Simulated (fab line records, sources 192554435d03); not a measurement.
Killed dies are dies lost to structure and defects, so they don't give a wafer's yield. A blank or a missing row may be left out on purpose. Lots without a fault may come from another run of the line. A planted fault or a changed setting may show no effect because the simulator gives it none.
fab line records | flow n5_finfet
record lots=7 wafers=39
route steps=1938 shown WELL_APT@48 FIN_SAQP@120 FIN_CUT@173 DUMMY_GATE@228 HKMG_FIN@435 MOL_CONTACT_COAG@538 BEOL_M4@1111
start_h: hours from the record's first day to the start of the lot's first wafer shown | wait_h: hours since the lot's step before | " the same as in the row above | L1.1+2: a row that stands for several wafers | - no value, or no start given | * or withheld: withheld | < > ~ a bound
route shown NAME@n: a module of which the file shows steps, and the number in the route of the first | usual: mean/standard deviation of fault-free wafers | same: alike in all rows | chamber/n: place in a boat | sites: the reading at each site | _std_site: their standard deviation | _edge_site: outer sites' mean less inner sites' | radius_mm: how far each site lies from the wafer's centre | mask NAME#n: copy n | behind: the tool/chamber that last shaped the wafer | hold: why the lot was held/for how many hours/how that ended | device: the transistor (n, p or np) that didn't switch | end of line: the same wafers' tests at the end of the route | a step without rows: its recipe alone | killed: dies lost to structure and defects at the first sort, not the wafer's yield | map: a wafer's dies, x killed, . not, _ none there
set.NAME: the setting as run; set.NAME@STEP: as run at that earlier step | model.NAME: the simulator's own value behind a step, which no gauge read
lots whose settings were changed on purpose; a table a step, a row a wafer
## steps
# step N5_WELL_APT_IMPLANT_32
# recipe species=BF2 energy_kev=50 dose_cm2=2e+13 tilt_deg=0 rotation_deg=0
# step N5_FIN_SAQP_MANDREL_ETCH_22
# recipe target_depth_a=600 chemistry=HBr/Cl2 target=a-Si stop_on=SiNx bt_time_s=10 over_etch_frac=0.5 time_s=30 pressure_mtorr=10 icp_w=800 bias_w=75 HBr_flow_sccm=150 Cl2_flow_sccm=80 ends=end_point
# step N5_FIN_CUT_CUT_ETCH_26
# recipe chemistry=CH3F/O2 target=SiNx target_depth_a=390 mask_material=SOC time_s=55.7 pressure_mtorr=30 source_w=395 bias_w=73 Ar_flow_sccm=150 CH3F_flow_sccm=30 O2_flow_sccm=20 ion_energy_ev=120
# step N5_DUMMY_GATE_EXPOSE_12
# recipe mask_id=GATE na=0.33 source_shape=annular sigma_inner=0.2 sigma_outer=0.6 polarization=unpolarized target_cd_nm=25 dose_mj=34
# step N5_DUMMY_GATE_ETCH_32
# recipe chemistry=CF4 target=SiO2 target_depth_a=35 time_s=3.9 ion_energy_ev=350 pressure_mtorr=10 icp_w=800 bias_w=400 cf4_flow_sccm=80
# step N5_HKMG_FIN_ETCH_32
# recipe chemistry=N2/H2 target=SOC target_depth_a=2400 temp_c=40 time_s=300 ion_energy_ev=200 mask_material=SiARC pressure_mtorr=30 source_w=840 bias_w=150 n2_flow_sccm=200 h2_flow_sccm=200
# step N5_MOL_CONTACT_COAG_ETCH_110
# recipe chemistry=CF4/O2 target=Si target_depth_a=25 time_s=8 pressure_mtorr=100 source_w=200 bias_w=12 ion_energy_ev=60 Ar_flow_sccm=100 cf4_flow_sccm=100 O2_flow_sccm=10
# step N5_MOL_CONTACT_COAG_ETCH_91
# recipe chemistry=N2/H2 target=SOC target_depth_a=600 overetch_a=210 mask_material=SiARC temp_c=40 time_s=101.2 ion_energy_ev=200 pressure_mtorr=30 source_w=840 bias_w=150 n2_flow_sccm=200 h2_flow_sccm=200
# step N5_BEOL_M4_RC_MEAS_101
# usual CJ_N=4.30/0.1 DIBL_N=35.8/1.8 DIBL_P=35.6/2 RS_PWELL=3003/24
# columns lot.wafer tool chamber start_h wait_h set.energy_kev@WELL_APT_IMPLANT_32 set.over_etch_frac@FIN_SAQP_MANDREL_ETCH_22 set.source_w@FIN_CUT_CUT_ETCH_26 set.dose_mj@DUMMY_GATE_EXPOSE_12 set.time_s@DUMMY_GATE_ETCH_32 set.source_w@HKMG_FIN_ETCH_32 set.bias_w@MOL_CONTACT_COAG_ETCH_110 set.target_depth_a@MOL_CONTACT_COAG_ETCH_91 CJ_N DIBL_N[mV/V] DIBL_P[mV/V] RS_PWELL[ohm/sq]
L074.1 prober-02 0 159.17 0.0 50 0.5 395 34 3.9 840 12 600 4.40 34.6 35.2 3052
L074.2 " 0 " " 50 0.5 395 36 3.9 840 13.44 600 4.31 36.1 38.4 3063
L074.3 " 0 " " 50 0.5327 395 36 3.9 840 12 600 4.23 36.2 38.2 3034
L074.4 " 0 " " 50 0.5 395 34 3.9 840 13.44 600 4.39 35.3 36.7 3051
L074.5 " 0 " " 50 0.5327 395 34 3.9 840 12 600 4.29 32.1 33.1 3044
L074.6 " 0 " " 50 0.5327 395 36 3.9 840 13.44 600 4.26 37.2 40.3 3035
L079.1 prober-01 0 196.42 0.0 50 0.5 395 31.75 3.9 903.2 10.33 600 4.31 32.0 29.8 3008
L079.2 " 0 " " 50 0.5 395 34 3.544 840 12 600 4.34 37.6 36.9 2989
L079.3 " 0 " " 50 0.469 395 31.75 3.9 903.2 12 600 4.12 30.8 28.7 2993
L079.4 " 0 " " 50 0.469 395 31.75 3.544 840 10.33 600 4.11 33.8 32.6 2989
L079.5 " 0 " " 50 0.5 395 34 3.9 840 12 600 4.10 36.1 35.3 3005
L079.6 " 0 " " 50 0.469 395 34 3.544 903.2 10.33 600 4.35 36.8 35.4 2980
L080.1 prober-02 0 203.75 0.0 50 0.5 429.7 36.01 4.446 956 12 600 4.31 36.5 36.1 2967
L080.2 " 0 " " 50 0.5 395 34 3.9 840 12 600 4.27 34.6 33.3 2976
L080.3 " 0 " " 50 0.4895 395 34 4.446 956 12 666.2 4.10 33.8 33.1 2972
L080.4 " 0 " " 56.81 0.5 429.7 36.01 4.446 840 12 666.2 3.68 37.6 37.6 2890
L080.5 " 0 " " 56.81 0.4895 395 36.01 3.9 840 12 600 3.83 37.6 36.2 2911
L080.6 " 0 " " 56.81 0.4895 429.7 34 3.9 956 12 666.2 3.72 34.0 33.1 2883
L087.1 prober-02 0 247.13 0.0 50 0.5 395 34 3.9 761.5 12 538.3 4.42 39.7 38.6 2952
L087.2 " 0 " " 55.91 0.533 395 34 3.9 840 12 600 3.94 37.5 34.5 2883
L087.3 " 0 " " 50 0.5 441.7 35.7 3.9 761.5 12 600 4.30 38.7 37.6 2975
L087.4 " 0 " " 55.91 0.533 441.7 35.7 4.663 761.5 12 538.3 4.05 43.0 41.8 2919
L087.5 " 0 " " 55.91 0.5 441.7 34 4.663 840 12 538.3 3.91 36.9 35.2 2918
L087.6 " 0 " " 50 0.533 395 35.7 4.663 840 12 600 4.26 41.0 40.4 2978
L090.4 prober-01 0 262.98 0.5 50 0.5 395 34 3.9 840 12 600 4.26 33.2 32.5 3020
L090.5 " 0 " " 50 0.5 395 34 3.9 840 12 600 4.39 35.0 34.7 3039
L090.6 " 0 " " 50 0.5 395 34 3.9 840 12 600 4.41 34.9 34.4 2997
L093.1 prober-02 0 273.76 0.0 50 0.5 395 34 4.799 840 12 600 4.20 34.3 33.9 2962
L093.2 " 0 " " 57.73 0.5122 395 34 3.9 927.6 12 526.2 3.94 37.4 35.4 2856
L093.3 " 0 " " 57.73 0.5 353.9 34 4.799 840 12 526.2 3.60 33.8 33.1 2856
L093.4 " 0 " " 50 0.5122 353.9 34 4.799 927.6 12 526.2 4.22 38.5 39.5 2980
L093.5 " 0 " " 57.73 0.5 395 34 3.9 927.6 12 600 3.94 37.4 36.1 2871
L093.6 " 0 " " 50 0.5122 353.9 34 3.9 840 12 600 4.18 35.5 35.7 2995
L096.1 prober-02 0 306.87 0.0 46.8 0.5 339.6 32.96 3.9 840 12 672 4.47 34.0 32.8 3071
L096.2 " 0 " " 46.8 0.5 395 34 3.181 840 12 672 4.73 38.2 37.3 3060
L096.3 " 0 " " 50 0.5 395 34 3.9 694.5 12 672 4.16 34.2 33.6 3021
L096.4 " 0 " " 50 0.5 339.6 32.96 3.181 840 12 600 4.23 33.0 31.4 3047
L096.5 " 0 " " 46.8 0.5 395 32.96 3.9 694.5 12 600 4.67 33.4 30.9 3099
L096.6 " 0 " " 50 0.5 339.6 34 3.181 694.5 12 600 4.20 36.5 35.8 3038
## key
split step=N5_WELL_APT_IMPLANT_32 setting=energy_kev stated_as=50
response step=N5_BEOL_M4_RC_MEAS_101 reading=RS_PWELL slope=-6.39 per=1% together_with=all explained=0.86
response step=N5_BEOL_M4_RC_MEAS_101 reading=CJ_N slope=-0.0367 per=1% together_with=all explained=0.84
split step=N5_FIN_SAQP_MANDREL_ETCH_22 setting=over_etch_frac stated_as=0.5
response none clear
split step=N5_FIN_CUT_CUT_ETCH_26 setting=source_w stated_as=395
response none clear
split step=N5_DUMMY_GATE_EXPOSE_12 setting=dose_mj stated_as=34
response step=N5_BEOL_M4_RC_MEAS_101 reading=DIBL_P slope=+0.769 per=1% together_with=all explained=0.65
response step=N5_BEOL_M4_RC_MEAS_101 reading=DIBL_N slope=+0.593 per=1% together_with=all explained=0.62
split step=N5_DUMMY_GATE_ETCH_32 setting=time_s stated_as=3.9
response none clear
split step=N5_HKMG_FIN_ETCH_32 setting=source_w stated_as=840
response none clear
split step=N5_MOL_CONTACT_COAG_ETCH_110 setting=bias_w stated_as=12
response none clear
split step=N5_MOL_CONTACT_COAG_ETCH_91 setting=target_depth_a stated_as=600
response none clear
